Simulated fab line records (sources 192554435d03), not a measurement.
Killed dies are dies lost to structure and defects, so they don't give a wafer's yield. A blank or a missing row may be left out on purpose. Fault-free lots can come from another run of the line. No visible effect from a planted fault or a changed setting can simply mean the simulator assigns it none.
Which tool was responsible? -- flow n5_finfet -- 24 lots with 72 wafers sampled at 4 steps, on a route of 1938 steps

WHAT THE GAUGES READ, wafer by wafer
N5_SDB_INSPECT_13: inspects for defects (brightfield).
lot,measured,on,raw_defect_count
L074,day 3 22:04,defect_inspect-01,88 43 69
L075,day 4 04:54,defect_inspect-02,91 111 138
L077,day 4 18:35,defect_inspect-02,47 64 46
L076,day 4 13:46,defect_inspect-02,97 69 66
L078,day 4 22:29,defect_inspect-02,96 82 55
L079,day 5 01:20,defect_inspect-02,74 115 91
L080,day 5 05:02,defect_inspect-01,75 68 54
L081,day 5 10:14,defect_inspect-01,86 69 55
L082,day 5 16:22,defect_inspect-01,65 79 49
L083,day 6 01:03,defect_inspect-01,165 132 152
L084,day 6 08:06,defect_inspect-02,115 60 92
L085,day 6 18:46,defect_inspect-02,41 33 33
L086,day 6 21:39,defect_inspect-02,62 56 56
L087,day 7 01:28,defect_inspect-02,83 167 104
L088,day 7 07:58,defect_inspect-01,207 66 100
L089,day 7 12:45,defect_inspect-02,63 60 61
L090,day 7 15:44,defect_inspect-02,74 28 79
L091,day 7 22:04,defect_inspect-02,103 41 75
L092,day 8 06:29,defect_inspect-02,90 114 83
L093,day 8 12:36,defect_inspect-02,37 64 37
L094,day 8 19:12,defect_inspect-01,99 70 79
L095,day 9 01:50,defect_inspect-01,63 55 39
L096,day 9 06:26,defect_inspect-02,110 86 65
L097,day 9 12:36,defect_inspect-01,92 53 80

WHICH TOOL RAN EACH LOT (tool, then ch and the chambers of the sampled wafers, then the start)
lot,N5_DUMMY_GATE_CMP_04,N5_ILD0_CMP_07,N5_ILD0_CMP_12
L074,"cmp-03 ch 0,1,2, day 2 21:38","cmp-01 ch 1,2, day 3 18:01","cmp-03 ch 0,1, day 3 21:14"
L075,"cmp-02 ch 1,2, day 2 22:32","cmp-03 ch 2,3, day 4 00:49","cmp-04 ch 0,1,3, day 4 04:09"
L077,"cmp-01 ch 1,2,3, day 3 13:48","cmp-03 ch 0,2,3, day 4 14:21","cmp-03 ch 1,3, day 4 17:51"
L076,"cmp-03 ch 0,1,3, day 3 13:50","cmp-01 ch 0,2,3, day 4 08:43","cmp-01 ch 0,1, day 4 12:55"
L078,"cmp-01 ch 0,1,3, day 3 18:57","cmp-03 ch 0,1,3, day 4 18:09","cmp-04 ch 2,3, day 4 21:38"
L079,"cmp-02 ch 0,1,3, day 4 00:31","cmp-03 ch 0,1,3, day 4 21:15","cmp-03 ch 0,1,2, day 5 00:35"
L080,"cmp-02 ch 1,2,3, day 4 05:31","cmp-01 ch 0,1,2, day 5 01:00","cmp-04 ch 1,2, day 5 04:08"
L081,"cmp-02 ch 0,1, day 4 10:34","cmp-01 ch 0,1,2, day 5 06:13","cmp-03 ch 0,2,3, day 5 09:21"
L082,"cmp-03 ch 0,1,3, day 4 16:11","cmp-04 ch 0,1,3, day 5 12:18","cmp-04 ch 0,3, day 5 15:32"
L083,"cmp-03 ch 2,3, day 5 01:20","cmp-03 ch 0,1, day 5 20:49","cmp-03 ch 0,3, day 6 00:11"
L084,"cmp-03 ch 1,3, day 5 07:43","cmp-01 ch 1,2,3, day 6 03:32","cmp-04 ch 1,3, day 6 07:15"
L085,"cmp-01 ch 0,2,3, day 5 16:28","cmp-03 ch 0,1,2, day 6 14:44","cmp-03 ch 0,2,3, day 6 17:59"
L086,"cmp-01 ch 0,1,3, day 5 21:13","cmp-04 ch 1,2,3, day 6 17:23","cmp-04 ch 0,1,2, day 6 20:38"
L087,"cmp-02 ch 0,2,3, day 6 00:19","cmp-04 ch 0,1,3, day 6 21:22","cmp-01 ch 0,2,3, day 7 00:35"
L088,"cmp-03 ch 0,1,2, day 6 05:52","cmp-01 ch 1,3, day 7 03:47","cmp-01 ch 0,3, day 7 07:05"
L089,"cmp-03 ch 0,2,3, day 6 12:37","cmp-03 ch 1,2,3, day 7 08:40","cmp-04 ch 1,3, day 7 11:53"
L090,"cmp-02 ch 2,3, day 6 16:13","cmp-01 ch 0,1, day 7 11:41","cmp-04 ch 0,2,3, day 7 14:56"
L091,"cmp-01 ch 0,2,3, day 6 22:37","cmp-03 ch 0,1,2, day 7 17:58","cmp-01 ch 0,1,3, day 7 21:13"
L092,"cmp-03 ch 1,2,3, day 7 05:18","cmp-03 ch 0,1, day 8 02:04","cmp-01 ch 1,2,3, day 8 05:49"
L093,"cmp-02 ch 0,3, day 7 11:45","cmp-01 ch 2,3, day 8 08:29","cmp-01 ch 0,1, day 8 11:44"
L094,"cmp-03 ch 0,1,2, day 7 18:49","cmp-04 ch 1,2, day 8 15:07","cmp-04 ch 0,1,2, day 8 18:20"
L095,"cmp-01 ch 0,1,3, day 8 01:38","cmp-01 ch 1,2,3, day 8 21:49","cmp-03 ch 0,1,3, day 9 01:06"
L096,"cmp-03 ch 1,2,3, day 8 04:40","cmp-04 ch 1,2, day 9 02:22","cmp-01 ch 0,3, day 9 05:37"
L097,"cmp-02 ch 0,1, day 8 11:49","cmp-03 ch 0,1, day 9 08:40","cmp-01 ch 0,2, day 9 11:53"
- N5_DUMMY_GATE_CMP_04: polishes a-Si.
- N5_ILD0_CMP_07: polishes SiO2 flowable, stops on poly-Si, t overpolish 1.18 s, target thk 138.88 nm.
- N5_ILD0_CMP_12: polishes SiNx, stops on poly-Si, t overpolish 6 s, target thk 17.67 nm.

WHAT THE TOOLS THEMSELVES READ (means of the sampled wafers that have a number; where no wafer has one, the mark that the record gives instead)
N5_DUMMY_GATE_CMP_04.
lot,tool,motor_current_A (A),time_to_endpoint_s (s)
L074,cmp-03,10.4,10
L075,cmp-02,8.8,17
L077,cmp-01,9.7,16
L076,cmp-03,10.0,8
L078,cmp-01,9.8,16
L079,cmp-02,9.5,12
L080,cmp-02,9.0,15
L081,cmp-02,9.7,11
L082,cmp-03,10.5,11
L083,cmp-03,9.5,15
L084,cmp-03,10.7,14
L085,cmp-01,10.3,12
L086,cmp-01,10.2,11
L087,cmp-02,9.2,16
L088,cmp-03,10.6,11
L089,cmp-03,9.6,10
L090,cmp-02,8.6,13
L091,cmp-01,10.3,14
L092,cmp-03,10.2,13
L093,cmp-02,9.8,15
L094,cmp-03,10.4,9
L095,cmp-01,9.9,12
L096,cmp-03,10.4,10
L097,cmp-02,9.3,15

N5_ILD0_CMP_07.
lot,tool,motor_current_A (A),platen_rpm (rpm)
L074,cmp-01,12.2,51.80
L075,cmp-03,12.0,51.77
L077,cmp-03,12.2,51.82
L076,cmp-01,13.0,51.77
L078,cmp-03,12.4,51.77
L079,cmp-03,12.1,51.78
L080,cmp-01,12.5,51.77
L081,cmp-01,13.0,51.79
L082,cmp-04,13.3,51.82
L083,cmp-03,13.2,51.81
L084,cmp-01,12.5,51.76
L085,cmp-03,12.9,51.77
L086,cmp-04,12.7,51.82
L087,cmp-04,13.1,51.85
L088,cmp-01,11.6,51.80
L089,cmp-03,12.5,51.82
L090,cmp-01,12.9,51.79
L091,cmp-03,12.6,51.81
L092,cmp-03,12.9,51.84
L093,cmp-01,12.7,51.79
L094,cmp-04,13.1,51.81
L095,cmp-01,12.1,51.80
L096,cmp-04,12.6,51.81
L097,cmp-03,12.7,51.78

N5_ILD0_CMP_12.
lot,tool,motor_current_A (A),overpolish_run_s (s),platen_rpm (rpm),time_to_endpoint_s (s)
L074,cmp-03,9.6,6.008,51.81,26
L075,cmp-04,9.4,5.990,51.79,27
L077,cmp-03,9.7,5.993,51.78,29
L076,cmp-01,9.3,6.013,51.80,32
L078,cmp-04,8.8,5.995,51.82,27
L079,cmp-03,9.5,5.999,51.78,24
L080,cmp-04,9.5,6.007,51.77,27
L081,cmp-03,8.6,6.002,51.80,23
L082,cmp-04,8.7,6.002,51.76,24
L083,cmp-03,8.7,6.009,51.84,26
L084,cmp-04,9.7,6.010,51.82,28
L085,cmp-03,8.8,5.998,51.77,27
L086,cmp-04,9.4,6.007,51.84,30
L087,cmp-01,9.1,6.001,51.78,32
L088,cmp-01,9.4,5.999,51.78,28
L089,cmp-04,9.8,6.003,51.76,29
L090,cmp-04,9.1,6.001,51.81,27
L091,cmp-01,9.1,5.997,51.80,30
L092,cmp-01,8.8,6.001,51.83,30
L093,cmp-01,8.9,6.004,51.82,29
L094,cmp-04,9.8,5.994,51.78,30
L095,cmp-03,9.2,5.998,51.79,26
L096,cmp-01,9.3,5.999,51.83,27
L097,cmp-01,9.6,5.990,51.78,31

THE ANSWER, worked out from the rows above alone
Rule: the lots themselves supply what counts as usual. Put in order of their means at a reading, lots are off if they are a third of the lots or fewer, leave a main group of 4 or more, and stand apart from it by a gap of 3 or more times the standard deviation of the main group's means; of several such gaps the widest counts. If all means in a main group match to the digits the tables above print for the reading, that group is not used. Also off: a lot with no number at a reading for which 4 or more lots have one. The other lots that the step has rows for count as sound. First the gauges in route order, then the tools' own readings, where a lot's mean is used as printed above. The first step at which some lot is off is used, and at that step the reading that is off furthest; a lot without a number counts as furthest.
No lot is off at any reading shown: from this, nothing can be told.

WHAT THE SIMULATOR HAD PUT IN
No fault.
